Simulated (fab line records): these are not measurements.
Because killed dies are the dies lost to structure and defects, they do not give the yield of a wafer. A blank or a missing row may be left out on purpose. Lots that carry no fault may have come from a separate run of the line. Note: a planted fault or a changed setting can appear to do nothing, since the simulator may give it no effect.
Chamber matching / flow n5-finfet / rie-diel-02 running N5_BEOL_M3_STRIP_66: 4 sister chambers
The step strips in CF4. 16 wafers are shown with their chamber, then 8 later ones without.

## WAFERS WITH THEIR CHAMBER
wafer=L075.2; chamber=2; drypump-motor-current-A (A)=6.1; showerhead-plenum-p-Torr (Torr)=1.73; throttle-valve-pct (%)=13.96
wafer=L075.5; chamber=3; drypump-motor-current-A (A)=6.1; showerhead-plenum-p-Torr (Torr)=1.86; throttle-valve-pct (%)=14.31
wafer=L075.6; chamber=0; drypump-motor-current-A (A)=5.6; showerhead-plenum-p-Torr (Torr)=1.86; throttle-valve-pct (%)=13.68
wafer=L074.2; chamber=1; drypump-motor-current-A (A)=6.6; showerhead-plenum-p-Torr (Torr)=1.77; throttle-valve-pct (%)=13.68
wafer=L074.4; chamber=0; drypump-motor-current-A (A)=5.6; showerhead-plenum-p-Torr (Torr)=1.86; throttle-valve-pct (%)=13.70
wafer=L074.6; chamber=1; drypump-motor-current-A (A)=6.6; showerhead-plenum-p-Torr (Torr)=1.77; throttle-valve-pct (%)=13.67
wafer=L079.2; chamber=0; drypump-motor-current-A (A)=5.6; showerhead-plenum-p-Torr (Torr)=1.85; throttle-valve-pct (%)=13.71
wafer=L079.4; chamber=0; drypump-motor-current-A (A)=5.6; showerhead-plenum-p-Torr (Torr)=1.85; throttle-valve-pct (%)=13.72
wafer=L079.6; chamber=2; drypump-motor-current-A (A)=6.1; showerhead-plenum-p-Torr (Torr)=1.73; throttle-valve-pct (%)=13.98
wafer=L087.2; chamber=1; drypump-motor-current-A (A)=6.5; showerhead-plenum-p-Torr (Torr)=1.77; throttle-valve-pct (%)=13.72
wafer=L087.4; chamber=0; drypump-motor-current-A (A)=5.6; showerhead-plenum-p-Torr (Torr)=1.85; throttle-valve-pct (%)=13.75
wafer=L087.6; chamber=3; drypump-motor-current-A (A)=6.1; showerhead-plenum-p-Torr (Torr)=1.85; throttle-valve-pct (%)=13.75
wafer=L089.1; chamber=0; drypump-motor-current-A (A)=5.6; showerhead-plenum-p-Torr (Torr)=1.85; throttle-valve-pct (%)=13.76
wafer=L089.4; chamber=2; drypump-motor-current-A (A)=6.1; showerhead-plenum-p-Torr (Torr)=1.93; throttle-valve-pct (%)=13.46
wafer=L089.6; chamber=1; drypump-motor-current-A (A)=6.5; showerhead-plenum-p-Torr (Torr)=1.77; throttle-valve-pct (%)=13.74
wafer=L091.3; chamber=2; drypump-motor-current-A (A)=6.1; showerhead-plenum-p-Torr (Torr)=1.93; throttle-valve-pct (%)=13.46

SIGNATURES (averages over the wafers above)
reading=drypump-motor-current-A; chamber 0=5.600; chamber 1=6.550; chamber 2=6.100; chamber 3=6.100; scatter within a chamber=0.0289
reading=showerhead-plenum-p-Torr; chamber 0=1.8533; chamber 1=1.7700; chamber 2=1.8300; chamber 3=1.8550; scatter within a chamber=0.0579
reading=throttle-valve-pct; chamber 0=13.7200; chamber 1=13.7025; chamber 2=13.7150; chamber 3=14.0300; scatter within a chamber=0.188
Rule: distance of a wafer from a chamber = root of the sum over the readings of ((wafer's reading minus chamber's mean) / reading's scatter) squared. The wafer belongs to the nearest chamber; if the next one is less than 2 further off, it can't be placed. The scatter: take each reading less its chamber's mean, square it, sum over the shown wafers, divide by the number of wafers less the number of chambers, and take the root.

## WAFERS WITHOUT THEIR CHAMBER
wafer=L091.4; drypump-motor-current-A (A)=6.1; showerhead-plenum-p-Torr (Torr)=1.85; throttle-valve-pct (%)=13.76
wafer=L091.6; drypump-motor-current-A (A)=6.1; showerhead-plenum-p-Torr (Torr)=1.93; throttle-valve-pct (%)=13.45
wafer=L094.1; drypump-motor-current-A (A)=6.5; showerhead-plenum-p-Torr (Torr)=1.77; throttle-valve-pct (%)=13.76
wafer=L094.4; drypump-motor-current-A (A)=5.6; showerhead-plenum-p-Torr (Torr)=1.85; throttle-valve-pct (%)=13.77
wafer=L094.6; drypump-motor-current-A (A)=5.6; showerhead-plenum-p-Torr (Torr)=1.85; throttle-valve-pct (%)=13.78
wafer=L095.2; drypump-motor-current-A (A)=5.6; showerhead-plenum-p-Torr (Torr)=1.85; throttle-valve-pct (%)=13.76
wafer=L095.5; drypump-motor-current-A (A)=5.6; showerhead-plenum-p-Torr (Torr)=1.85; throttle-valve-pct (%)=13.78
wafer=L095.6; drypump-motor-current-A (A)=6.6; showerhead-plenum-p-Torr (Torr)=1.76; throttle-valve-pct (%)=13.75

## THE CHAMBER EACH PASSED THROUGH
wafer=L091.4; from the rows above=can't be placed: 2 or 3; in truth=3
wafer=L091.6; from the rows above=can't be placed: 2 or 3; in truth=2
wafer=L094.1; from the rows above=1; in truth=1
wafer=L094.4; from the rows above=0; in truth=0
wafer=L094.6; from the rows above=0; in truth=0
wafer=L095.2; from the rows above=0; in truth=0
wafer=L095.5; from the rows above=0; in truth=0
wafer=L095.6; from the rows above=1; in truth=1
6 of 8 placed correctly. Cannot be placed on the basis of these rows: 2; the candidates contain the true chamber in 2. Number placed wrongly: 0.
